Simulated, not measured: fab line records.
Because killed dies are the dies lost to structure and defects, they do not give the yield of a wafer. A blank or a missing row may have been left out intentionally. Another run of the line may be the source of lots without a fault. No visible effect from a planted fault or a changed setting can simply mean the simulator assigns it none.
Shared-tool check :: flow nand_harc :: Sampled: 11 lots, 33 wafers

## WHAT PROMPTED THE OPENING
On 1 of the 11 lots, a flag is raised at NHARC_P_GATE_CD_MEAS_91 on the reading cd_nm. Fault-free wafers read 1999.4 nm, with a standard deviation of 1.6.
Rule: flag the lot when none of its wafers has a number, or when each of its wafers that has one lies beyond 4 standard deviations from that mean. The other lots count as sound.

lot: L787
measured: day 6 23:05
on: cd_sem-03
cd_nm (nm), wafer by wafer: 2002.0 2000.5 1999.6
flag: 

lot: L792
measured: day 9 00:38
on: cd_sem-03
cd_nm (nm), wafer by wafer: 1965.1 1966.7 1965.1
flag: FLAGGED

lot: L796
measured: day 10 19:59
on: cd_sem-01
cd_nm (nm), wafer by wafer: 1997.2 1998.1 1997.5
flag: 

lot: L799
measured: day 12 03:19
on: cd_sem-02
cd_nm (nm), wafer by wafer: 1999.1 1999.0 1998.1
flag: 

lot: L800
measured: day 12 13:05
on: cd_sem-02
cd_nm (nm), wafer by wafer: 1997.4 1996.2 1998.1
flag: 

lot: L801
measured: day 12 19:10
on: cd_sem-02
cd_nm (nm), wafer by wafer: 2000.9 2001.5 2001.1
flag: 

lot: L802
measured: day 13 14:19
on: cd_sem-03
cd_nm (nm), wafer by wafer: 2000.8 2001.2 2000.5
flag: 

lot: L803
measured: day 13 21:41
on: cd_sem-01
cd_nm (nm), wafer by wafer: 1997.5 1996.8 1996.2
flag: 

lot: L804
measured: day 14 03:26
on: cd_sem-02
cd_nm (nm), wafer by wafer: 2000.5 2001.0 1999.6
flag: 

lot: L806
measured: day 14 20:17
on: cd_sem-03
cd_nm (nm), wafer by wafer: 2001.1 2000.9 2000.6
flag: 

lot: L807
measured: day 15 09:06
on: cd_sem-01
cd_nm (nm), wafer by wafer: 2000.4 1999.8 2001.0
flag: 
The numbers of the flagged lots are 1965.6 nm on average: -33.8 nm against the usual, or -21 standard deviations.

## LOT BY LOT: THE TOOL USED
Before the reading, the record contains 3 process steps out of a 1302-step route. In each cell: the tool, then ch and the chambers that the sampled wafers went through, then the start.
lot: L787
flag: 
NHARC_P_GATE_ETCHBACK_37: rie_diel-02 ch 0,1,3, day 6 20:16 or earlier
NHARC_P_GATE_STRIP_111: plasma_asher-02 ch 0,1, day 6 20:16
NHARC_P_GATE_EXPOSE_88: krf_scanner-02 ch 0, day 6 22:56

lot: L792
flag: FLAGGED
NHARC_P_GATE_ETCHBACK_37: rie_diel-02 ch 1,2,3, day 8 21:41 or earlier
NHARC_P_GATE_STRIP_111: plasma_asher-01 ch 0,1, day 8 21:41
NHARC_P_GATE_EXPOSE_88: krf_scanner-02 ch 0, day 9 00:29

lot: L796
flag: 
NHARC_P_GATE_ETCHBACK_37: rie_diel-06 ch 0,1,2, day 10 17:03 or earlier
NHARC_P_GATE_STRIP_111: plasma_asher-01 ch 0,1, day 10 17:03
NHARC_P_GATE_EXPOSE_88: krf_scanner-01 ch 0, day 10 19:50

lot: L799
flag: 
NHARC_P_GATE_ETCHBACK_37: rie_diel-02 ch 0,2, day 12 00:26 or earlier
NHARC_P_GATE_STRIP_111: plasma_asher-01 ch 0,1, day 12 00:26
NHARC_P_GATE_EXPOSE_88: krf_scanner-02 ch 0, day 12 03:10

lot: L800
flag: 
NHARC_P_GATE_ETCHBACK_37: rie_diel-02 ch 0,1, day 12 10:15 or earlier
NHARC_P_GATE_STRIP_111: plasma_asher-02 ch 0,1, day 12 10:15
NHARC_P_GATE_EXPOSE_88: krf_scanner-02 ch 0, day 12 12:55

lot: L801
flag: 
NHARC_P_GATE_ETCHBACK_37: rie_diel-06 ch 0,1,3, day 12 16:21 or earlier
NHARC_P_GATE_STRIP_111: plasma_asher-02 ch 0,1, day 12 16:21
NHARC_P_GATE_EXPOSE_88: krf_scanner-04 ch 0, day 12 19:00

lot: L802
flag: 
NHARC_P_GATE_ETCHBACK_37: rie_diel-02 ch 0,3, day 13 11:36 or earlier
NHARC_P_GATE_STRIP_111: plasma_asher-02 ch 0,1, day 13 11:36
NHARC_P_GATE_EXPOSE_88: krf_scanner-04 ch 0, day 13 14:10

lot: L803
flag: 
NHARC_P_GATE_ETCHBACK_37: rie_diel-02 ch 0,2,3, day 13 18:55 or earlier
NHARC_P_GATE_STRIP_111: plasma_asher-02 ch 0,1, day 13 18:55
NHARC_P_GATE_EXPOSE_88: krf_scanner-04 ch 0, day 13 21:32

lot: L804
flag: 
NHARC_P_GATE_ETCHBACK_37: rie_diel-11 ch 0,1, day 14 00:53 or earlier
NHARC_P_GATE_STRIP_111: plasma_asher-01 ch 0,1, day 14 00:53
NHARC_P_GATE_EXPOSE_88: krf_scanner-04 ch 0, day 14 03:17

lot: L806
flag: 
NHARC_P_GATE_ETCHBACK_37: rie_diel-02 ch 0,3, day 14 17:37 or earlier
NHARC_P_GATE_STRIP_111: plasma_asher-02 ch 0, day 14 17:37
NHARC_P_GATE_EXPOSE_88: krf_scanner-04 ch 0, day 14 20:07

lot: L807
flag: 
NHARC_P_GATE_ETCHBACK_37: rie_diel-06 ch 0,2,3, day 15 06:26 or earlier
NHARC_P_GATE_STRIP_111: plasma_asher-02 ch 0,1, day 15 06:26
NHARC_P_GATE_EXPOSE_88: krf_scanner-04 ch 0, day 15 08:57
What these steps do:
- NHARC_P_GATE_ETCHBACK_37: etches the open film in CHF3/O2, target depth 34.5 nm, time 17.2 s.
- NHARC_P_GATE_STRIP_111: strips in N2/H2, time 250 s.
- NHARC_P_GATE_EXPOSE_88: exposes mask P HVN, target cd 2000 nm.
- NHARC_P_GATE_CD_MEAS_91: target cd 2000 nm.

## FLAGGED AGAINST TOTAL, ONE TOOL AT A TIME (gauges that did the reading follow at the end)
step: NHARC_P_GATE_ETCHBACK_37
tool: rie_diel-02
lots run: 7
flagged: 1
share of the flagged lots: all
sound lots run after its first flagged lot: 5 (L799,L800,L802,L803,L806)

step: NHARC_P_GATE_ETCHBACK_37
tool: rie_diel-06
lots run: 3
flagged: 0
share of the flagged lots: none
sound lots run after its first flagged lot: -

step: NHARC_P_GATE_ETCHBACK_37
tool: rie_diel-11
lots run: 1
flagged: 0
share of the flagged lots: none
sound lots run after its first flagged lot: -

step: NHARC_P_GATE_STRIP_111
tool: plasma_asher-01
lots run: 4
flagged: 1
share of the flagged lots: all
sound lots run after its first flagged lot: 3 (L796,L799,L804)

step: NHARC_P_GATE_STRIP_111
tool: plasma_asher-02
lots run: 7
flagged: 0
share of the flagged lots: none
sound lots run after its first flagged lot: -

step: NHARC_P_GATE_EXPOSE_88
tool: krf_scanner-01
lots run: 1
flagged: 0
share of the flagged lots: none
sound lots run after its first flagged lot: -

step: NHARC_P_GATE_EXPOSE_88
tool: krf_scanner-02
lots run: 4
flagged: 1
share of the flagged lots: all
sound lots run after its first flagged lot: 2 (L799,L800)

step: NHARC_P_GATE_EXPOSE_88
tool: krf_scanner-04
lots run: 6
flagged: 0
share of the flagged lots: none
sound lots run after its first flagged lot: -

step: NHARC_P_GATE_CD_MEAS_91
tool: cd_sem-01
lots run: 3
flagged: 0
share of the flagged lots: none
sound lots run after its first flagged lot: -

step: NHARC_P_GATE_CD_MEAS_91
tool: cd_sem-02
lots run: 4
flagged: 0
share of the flagged lots: none
sound lots run after its first flagged lot: -

step: NHARC_P_GATE_CD_MEAS_91
tool: cd_sem-03
lots run: 4
flagged: 1
share of the flagged lots: all
sound lots run after its first flagged lot: 2 (L802,L806)
NHARC_P_GATE_ETCHBACK_37 gives no start for some lots, so the hours and the order of its lots are those of NHARC_P_GATE_STRIP_111.

## WHAT THE TABLE PERMITS
4 rows of the table ran every flagged lot: rie_diel-02 at NHARC_P_GATE_ETCHBACK_37, plasma_asher-01 at NHARC_P_GATE_STRIP_111, krf_scanner-02 at NHARC_P_GATE_EXPOSE_88, cd_sem-03 at NHARC_P_GATE_CD_MEAS_91.
- rie_diel-02 at NHARC_P_GATE_ETCHBACK_37: 1 of its 7 lots flagged. Sound lots followed the first flagged one (L799, L800, L802, L803, L806) on it, something a lasting fault affecting the whole tool could not allow.
- plasma_asher-01 at NHARC_P_GATE_STRIP_111: 1 of its 4 lots flagged. Sound lots followed the first flagged one (L796, L799, L804) on it, something a lasting fault affecting the whole tool could not allow.
- krf_scanner-02 at NHARC_P_GATE_EXPOSE_88: 1 of its 4 lots flagged. Sound lots followed the first flagged one (L799, L800) on it, something a lasting fault affecting the whole tool could not allow.
- cd_sem-03 at NHARC_P_GATE_CD_MEAS_91: 1 of its 4 lots flagged. Sound lots followed the first flagged one (L802, L806) on it, something a lasting fault affecting the whole tool could not allow.
Not one row of the table ran every flagged lot while running no sound lot after the first.

## WHAT WAS PUT IN BY THE SIMULATOR
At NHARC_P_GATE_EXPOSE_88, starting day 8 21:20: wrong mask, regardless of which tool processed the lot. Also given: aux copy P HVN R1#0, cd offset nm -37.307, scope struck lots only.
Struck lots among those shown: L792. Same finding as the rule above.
